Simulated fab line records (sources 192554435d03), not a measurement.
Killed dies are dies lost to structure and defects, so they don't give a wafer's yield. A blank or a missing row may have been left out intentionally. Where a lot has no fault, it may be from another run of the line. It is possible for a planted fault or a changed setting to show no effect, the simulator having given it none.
Lot-split experiment | flow n5_finfet | 21 wafers read from 7 lots, route of 1938 steps

## SPLIT DETAILS
At N5_SD_EPI_N_COAT_33 (time 60 s, resist thk 35 nm), the setting spin_rpm was moved away from the recipe's 1500 rpm on 8 of the 21 wafers read, by -7.1% to +10.1%. All remaining wafers had this setting at the recipe value.

## FROM THE SPLIT TO THE READING: what the file shows between them, 4 steps
- N5_SD_EPI_N_DESCUM_14: chemistry O2, time 7.9 s (also split here: time_s)
- N5_SD_EPI_N_ETCH_34: etches SiARC in CF4, target depth 45.5 nm, time 75.8 s
- N5_SD_EPI_N_ETCH_35: etches SOC in N2/H2, overetch 108 nm, time 486 s
- N5_SD_EPI_N_STRIP_36: strips in N2/H2

## THE READING
SiARC_of_SD_EPI_N_COAT_33.thk_nm (the simulator's own value, which no gauge read), in nm, at N5_SD_EPI_N_ETCHBACK_44 (etches SiNx in CH3F/O2, stops on SiO2, target depth 14.5 nm). The file gives no usual value for it. The 13 wafers here that ran the recipe average 16.0 nm, standard deviation 0.4 nm.

wafer  | tool, chamber at the split | spin_rpm as run, rpm | against the recipe | SiARC_of_SD_EPI_N_COAT_33.thk_nm, nm | against lot-mates on the recipe
L081.1 | litho_track-03, 0          | 1500                 | recipe             | 16.4                                 | -
L081.3 | litho_track-03, 0          | 1651                 | +10.1%             | 14                                   | -2.4
L081.6 | litho_track-03, 0          | 1651                 | +10.1%             | 14                                   | -2.4
L084.4 | litho_track-03, 0          | 1393                 | -7.1%              | 17                                   | +1.4
L084.5 | litho_track-03, 0          | 1500                 | recipe             | 15.6                                 | -
L084.6 | litho_track-03, 0          | 1500                 | recipe             | 15.6                                 | -
L087.1 | litho_track-03, 0          | 1500                 | recipe             | 16.6                                 | -
L087.4 | litho_track-03, 0          | 1624                 | +8.3%              | 13.8                                 | -2.8
L087.5 | litho_track-03, 0          | 1624                 | +8.3%              | 13.6                                 | -3.0
L088.2 | litho_track-03, 0          | 1598                 | +6.5%              | 14.6                                 | -1.0
L088.5 | litho_track-03, 0          | 1500                 | recipe             | 15.6                                 | -
L088.6 | litho_track-03, 0          | 1598                 | +6.5%              | 15.6                                 | +0.0
L089.3 | litho_track-01, 0          | 1500                 | recipe             | 16                                   | -
L089.5 | litho_track-01, 0          | 1500                 | recipe             | 15.6                                 | -
L089.6 | litho_track-01, 0          | 1500                 | recipe             | 16.6                                 | -
L095.1 | litho_track-04, 0          | 1500                 | recipe             | 15.8                                 | -
L095.3 | litho_track-04, 0          | 1500                 | recipe             | 16.4                                 | -
L095.6 | litho_track-04, 0          | 1500                 | recipe             | 15.6                                 | -
L097.1 | litho_track-01, 0          | 1500                 | recipe             | 16.4                                 | -
L097.5 | litho_track-01, 0          | 1500                 | recipe             | 15.8                                 | -
L097.6 | litho_track-01, 0          | 1596                 | +6.4%              | 15.4                                 | -0.7

THE FIT
A straight line over all 21 wafers: SiARC_of_SD_EPI_N_COAT_33.thk_nm changes by -0.193 nm for each +1% of spin_rpm; r = -0.88; the points scatter about the line by 0.48 nm.
The same after taking each lot's own level away (the mean of its wafers on the recipe; 21 wafers): -0.228 nm for each +1%; r = -0.88; scatter 0.57 nm.
According to that fit, moving spin_rpm by its largest amount changes the reading by 2.3 nm.
Measured against the standard deviation above, the lots' own levels, which go from 15.60 to 16.60 nm, span 2.5 times it.
In other words, the slope is changed by the lot-to-lot level; the two fits disagree.
Check: with one of the wafers moved furthest among these (+10.1%) left out of the fit, the line predicts -2.26 nm for it against its lot-mates. Against them it came out at -2.4 nm.

## THE OTHER SPLITS THESE WAFERS WENT THROUGH
These wafers also went through other splits before the reading. Each is held against what the fit with the lots' levels taken away leaves over:
other split on the same wafers | wafers away from the commonest value | r with SiARC_of_SD_EPI_N_COAT_33.thk_nm (lot level and that fit taken away)
N5_FIN_CUT_STRIP_23 temp_c     | 7                                    | -0.07
N5_SD_EPI_N_DESCUM_14 time_s   | 4                                    | +0.27

## THE WHOLE CHAIN: every reading that the file lists as answering this split, in the file's order
step                    | what it does                                                | reading                                                                                   | change (the file's fit)               | r (the file's)
N5_SD_EPI_N_COAT_33     | time 60 s, resist thk 35 nm                                 | SiARC_of_SD_EPI_N_COAT_33.thk_nm (the simulator's own value, which no gauge read)         | -0.169 nm for each +1% of the setting | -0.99
N5_SD_EPI_N_ETCH_34     | etches SiARC in CF4, target depth 45.5 nm, time 75.8 s      | etch.depth_nm (the simulator's own value, which no gauge read)                            | -0.172 nm for each +1% of the setting | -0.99
N5_SD_EPI_N_ETCH_34     | etches SiARC in CF4, target depth 45.5 nm, time 75.8 s      | CAR-ArF-block_of_SD_EPI_N_COAT_03.thk_nm (the simulator's own value, which no gauge read) | +0.201 nm for each +1% of the setting | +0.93
N5_SD_EPI_N_ETCH_35     | etches SOC in N2/H2, overetch 108 nm, time 486 s            | SiARC_of_SD_EPI_N_COAT_33.thk_nm (the simulator's own value, which no gauge read)         | -0.201 nm for each +1% of the setting | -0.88
N5_SD_EPI_N_ETCHBACK_44 | etches SiNx in CH3F/O2, stops on SiO2, target depth 14.5 nm | SiARC_of_SD_EPI_N_COAT_33.thk_nm (the simulator's own value, which no gauge read)         | -0.217 nm for each +1% of the setting | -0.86

## THE FILE'S OWN FIT
SiARC_of_SD_EPI_N_COAT_33.thk_nm changes by -0.217 nm for each +1% of spin_rpm, r = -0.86.
